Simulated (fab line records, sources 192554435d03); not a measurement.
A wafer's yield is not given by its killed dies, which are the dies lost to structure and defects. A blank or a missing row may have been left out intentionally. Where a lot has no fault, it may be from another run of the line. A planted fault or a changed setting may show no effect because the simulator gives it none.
Chamber matching | flow n5Finfet | 4 sister chambers for N5_GATE_CUT_STRIP_59 on rieDiel-01
The step strips in N2/H2, time 20 s. 20 wafers are shown with their chamber, then 10 later ones without.

## WAFERS PAIRED WITH THEIR CHAMBERS
wafer  | chamber | drypumpMotorCurrentA (A) | oesProductAu (a.u.) | showerheadPlenumPTorr (Torr)
L075.1 | 2       | 4.8                      | 0.66                | 3.19
L075.3 | 0       | 6.2                      | 0.72                | 3.52
L075.4 | 1       | 5.8                      | 0.91                | 3.61
L076.2 | 1       | 5.8                      | 0.92                | 3.61
L076.3 | 0       | 6.2                      | 0.73                | 3.52
L076.5 | 0       | 6.2                      | 0.73                | 3.52
L079.1 | 0       | 6.2                      | 0.72                | 3.52
L079.3 | 1       | 5.8                      | 0.90                | 3.60
L079.4 | 0       | 6.1                      | 0.72                | 3.52
L081.1 | 2       | 4.8                      | 1.00                | 3.60
L081.5 | 1       | 5.8                      | 0.88                | 3.60
L081.6 | 2       | 4.8                      | 0.99                | 3.60
L083.2 | 3       | 5.2                      | 0.78                | 3.37
L083.4 | 1       | 5.8                      | 0.88                | 3.60
L083.5 | 2       | 4.8                      | 0.98                | 3.59
L089.1 | 1       | 5.8                      | 0.85                | 3.59
L089.3 | 0       | 6.2                      | 0.70                | 3.51
L089.4 | 2       | 4.8                      | 0.93                | 3.59
L092.4 | 0       | 6.2                      | 0.71                | 3.50
L092.5 | 2       | 4.8                      | 0.93                | 3.59

SIGNATURES (averages over the wafers above)
reading               | chamber 0 | chamber 1 | chamber 2 | chamber 3 | scatter within a chamber
drypumpMotorCurrentA  | 6.186     | 5.800     | 4.800     | 5.200     | 0.0231
oesProductAu          | 0.7186    | 0.8900    | 0.9150    | 0.7800    | 0.0735
showerheadPlenumPTorr | 3.5157    | 3.6017    | 3.5267    | 3.3700    | 0.0925
Rule: distance of a wafer from a chamber = root of the sum over the readings of ((wafer's reading minus chamber's mean) / reading's scatter) squared. The wafer belongs to the nearest chamber; if the next one is less than 2 further off, it can't be placed. The scatter: take each reading less its chamber's mean, square it, sum over the shown wafers, divide by the number of wafers less the number of chambers, and take the root.

## WAFERS WITHOUT THEIR CHAMBER
wafer  | drypumpMotorCurrentA (A) | oesProductAu (a.u.) | showerheadPlenumPTorr (Torr)
L092.6 | 5.2                      | 0.76                | 3.37
L093.3 | 5.2                      | 0.75                | 3.37
L093.4 | 5.2                      | 0.76                | 3.37
L093.5 | 6.2                      | 0.70                | 3.50
L094.1 | 5.8                      | 0.85                | 3.59
L094.4 | 6.2                      | 0.70                | 3.50
L094.6 | 6.2                      | 0.70                | 3.50
L097.3 | 5.2                      | 0.76                | 3.36
L097.4 | 5.9                      | 0.85                | 3.59
L097.6 | 4.8                      | 0.91                | 3.58

## CHAMBER TAKEN BY EACH
wafer  | from the rows above | in truth
L092.6 | 3                   | 3
L093.3 | 3                   | 3
L093.4 | 3                   | 3
L093.5 | 0                   | 0
L094.1 | 1                   | 1
L094.4 | 0                   | 0
L094.6 | 0                   | 0
L097.3 | 3                   | 3
L097.4 | 1                   | 1
L097.6 | 2                   | 2
Correct placement for 10 of the 10. Can't be placed from these rows: 0. 0 placed wrongly.
